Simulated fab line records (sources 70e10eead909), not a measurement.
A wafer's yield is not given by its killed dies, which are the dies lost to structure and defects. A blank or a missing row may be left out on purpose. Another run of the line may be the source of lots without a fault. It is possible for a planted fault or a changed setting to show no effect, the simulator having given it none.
Matching of chambers || flow nand_harc || NHARC_A_M0_ETCH_34 on rie_diel-11 has 4 sister chambers
The step etches the open film in N2/H2, target depth 40 nm, overetch 12 nm, time 43.94 s. 16 wafers are shown with their chamber, then 8 later ones without.

## EACH WAFER AND ITS CHAMBER
{"wafer": "L074.2", "chamber": 2, "drypump_motor_current_A (A)": 5.7, "rf_vpp_V (V)": 427.5, "oes_product_au (a.u.)": 0.995}
{"wafer": "L074.3", "chamber": 1, "drypump_motor_current_A (A)": 5.9, "rf_vpp_V (V)": 434.1, "oes_product_au (a.u.)": 1.006}
{"wafer": "L074.4", "chamber": 2, "drypump_motor_current_A (A)": 5.7, "rf_vpp_V (V)": 428.1, "oes_product_au (a.u.)": 1.000}
{"wafer": "L079.1", "chamber": 2, "drypump_motor_current_A (A)": 5.7, "rf_vpp_V (V)": 428.2, "oes_product_au (a.u.)": 0.996}
{"wafer": "L079.4", "chamber": 3, "drypump_motor_current_A (A)": 5.1, "rf_vpp_V (V)": 427.7, "oes_product_au (a.u.)": 1.001}
{"wafer": "L079.6", "chamber": 1, "drypump_motor_current_A (A)": 5.8, "rf_vpp_V (V)": 435.4, "oes_product_au (a.u.)": 1.004}
{"wafer": "L085.3", "chamber": 0, "drypump_motor_current_A (A)": 5.3, "rf_vpp_V (V)": 428.1, "oes_product_au (a.u.)": 1.005}
{"wafer": "L085.5", "chamber": 3, "drypump_motor_current_A (A)": 5.1, "rf_vpp_V (V)": 429.8, "oes_product_au (a.u.)": 1.006}
{"wafer": "L085.6", "chamber": 0, "drypump_motor_current_A (A)": 5.3, "rf_vpp_V (V)": 429.9, "oes_product_au (a.u.)": 0.999}
{"wafer": "L086.2", "chamber": 2, "drypump_motor_current_A (A)": 5.7, "rf_vpp_V (V)": 429.9, "oes_product_au (a.u.)": 0.997}
{"wafer": "L086.4", "chamber": 3, "drypump_motor_current_A (A)": 5.1, "rf_vpp_V (V)": 428.5, "oes_product_au (a.u.)": 1.019}
{"wafer": "L086.6", "chamber": 3, "drypump_motor_current_A (A)": 5.1, "rf_vpp_V (V)": 427.7, "oes_product_au (a.u.)": 1.000}
{"wafer": "L091.2", "chamber": 2, "drypump_motor_current_A (A)": 5.7, "rf_vpp_V (V)": 427.6, "oes_product_au (a.u.)": 0.995}
{"wafer": "L091.4", "chamber": 3, "drypump_motor_current_A (A)": 5.1, "rf_vpp_V (V)": 428.9, "oes_product_au (a.u.)": 1.015}
{"wafer": "L091.5", "chamber": 2, "drypump_motor_current_A (A)": 5.7, "rf_vpp_V (V)": 426.8, "oes_product_au (a.u.)": 1.006}
{"wafer": "L090.1", "chamber": 3, "drypump_motor_current_A (A)": 5.1, "rf_vpp_V (V)": 428.9, "oes_product_au (a.u.)": 1.021}

SIGNATURES, as means of the wafers listed above
{"reading": "drypump_motor_current_A", "chamber 0": 5.300, "chamber 1": 5.850, "chamber 2": 5.700, "chamber 3": 5.100, "scatter within a chamber": 0.0204}
{"reading": "rf_vpp_V", "chamber 0": 429.000, "chamber 1": 434.750, "chamber 2": 428.017, "chamber 3": 428.583, "scatter within a chamber": 0.967}
{"reading": "oes_product_au", "chamber 0": 1.00200, "chamber 1": 1.00500, "chamber 2": 0.99817, "chamber 3": 1.01033, "scatter within a chamber": 0.00667}
Rule: for a wafer and a chamber, the distance is found by dividing, reading by reading, the gap between the wafer's reading and the chamber's mean by the reading's scatter, squaring, summing and taking the root. If the next closest chamber is less than 2 further off than the closest, the wafer can't be placed; otherwise it belongs to the closest. The scatter: the root of (the sum of the squares of (reading less its chamber's mean) over the shown wafers, divided by (wafers less chambers)).

## WAFERS WITH NO CHAMBER GIVEN
{"wafer": "L090.2", "drypump_motor_current_A (A)": 5.9, "rf_vpp_V (V)": 433.8, "oes_product_au (a.u.)": 1.008}
{"wafer": "L090.3", "drypump_motor_current_A (A)": 5.7, "rf_vpp_V (V)": 427.8, "oes_product_au (a.u.)": 0.997}
{"wafer": "L095.2", "drypump_motor_current_A (A)": 5.1, "rf_vpp_V (V)": 428.2, "oes_product_au (a.u.)": 0.997}
{"wafer": "L095.4", "drypump_motor_current_A (A)": 5.3, "rf_vpp_V (V)": 429.1, "oes_product_au (a.u.)": 0.996}
{"wafer": "L095.5", "drypump_motor_current_A (A)": 5.9, "rf_vpp_V (V)": 433.9, "oes_product_au (a.u.)": 1.008}
{"wafer": "L096.2", "drypump_motor_current_A (A)": 5.1, "rf_vpp_V (V)": 429.3, "oes_product_au (a.u.)": 1.017}
{"wafer": "L096.4", "drypump_motor_current_A (A)": 5.9, "rf_vpp_V (V)": 433.9, "oes_product_au (a.u.)": 1.014}
{"wafer": "L096.6", "drypump_motor_current_A (A)": 5.1, "rf_vpp_V (V)": 429.4, "oes_product_au (a.u.)": 1.012}

## EACH ONE'S CHAMBER
{"wafer": "L090.2", "from the rows above": 1, "in truth": 1}
{"wafer": "L090.3", "from the rows above": 2, "in truth": 2}
{"wafer": "L095.2", "from the rows above": 3, "in truth": 3}
{"wafer": "L095.4", "from the rows above": 0, "in truth": 0}
{"wafer": "L095.5", "from the rows above": 1, "in truth": 1}
{"wafer": "L096.2", "from the rows above": 3, "in truth": 3}
{"wafer": "L096.4", "from the rows above": 1, "in truth": 1}
{"wafer": "L096.6", "from the rows above": 3, "in truth": 3}
Correctly placed: 8 of 8. Left unplaced by these rows: 0. Number placed wrongly: 0.
